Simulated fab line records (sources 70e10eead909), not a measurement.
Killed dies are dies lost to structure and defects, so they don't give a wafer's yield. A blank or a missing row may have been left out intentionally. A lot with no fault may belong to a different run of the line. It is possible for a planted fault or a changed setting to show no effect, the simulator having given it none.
Chamber matching / flow nand harc / ald hk-03 running NHARC_A_CHANNEL_FILL_D1_ALD_16: 4 sister chambers
The step deposits SiO2, target thk 1.5 nm, pulse time 10 s, ald cycles 15. 4 wafers are shown with their chamber, then 8 later ones without.

== WAFERS, EACH WITH ITS CHAMBER ==
wafer=L089.3; chamber=0; heater power w (W)=512
wafer=L093.1; chamber=2; heater power w (W)=538
wafer=L093.4; chamber=3; heater power w (W)=462
wafer=L095.3; chamber=1; heater power w (W)=455

== WAFERS WITHOUT THEIR CHAMBER ==
wafer=L095.4; heater power w (W)=467
wafer=L095.6; heater power w (W)=439
wafer=L095.1; heater power w (W)=511
wafer=L095.2; heater power w (W)=497
wafer=L095.5; heater power w (W)=521
wafer=L097.3; heater power w (W)=506
wafer=L097.4; heater power w (W)=470
wafer=L097.5; heater power w (W)=454

== WHICH CHAMBER EACH WENT THROUGH ==
wafer=L095.4; from the rows above=can't be placed: 3 or 1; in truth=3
wafer=L095.6; from the rows above=can't be placed: 1 or 3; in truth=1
wafer=L095.1; from the rows above=0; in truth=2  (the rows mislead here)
wafer=L095.2; from the rows above=0; in truth=0
wafer=L095.5; from the rows above=can't be placed: 0 or 2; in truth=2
wafer=L097.3; from the rows above=0; in truth=0
wafer=L097.4; from the rows above=can't be placed: 3 or 1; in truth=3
wafer=L097.5; from the rows above=can't be placed: 1 or 3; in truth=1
Correctly placed: 2 of 8. Unplaceable from these rows: 5, with the true chamber sitting among the candidates in 5. Placed wrongly: 1.
How it was worked out, from the rows above alone: a wafer's distance from a chamber is the root of the sum, over the readings, of the square of ((its reading less the chamber's mean) divided by the reading's scatter). If the next closest chamber is less than 2 further off than the closest, the wafer can't be placed; otherwise it belongs to the closest. A chamber's mean is the mean of its shown wafers. The scatter: root of mean squared gap, hidden wafer to nearest shown wafer, with one shown wafer a chamber.
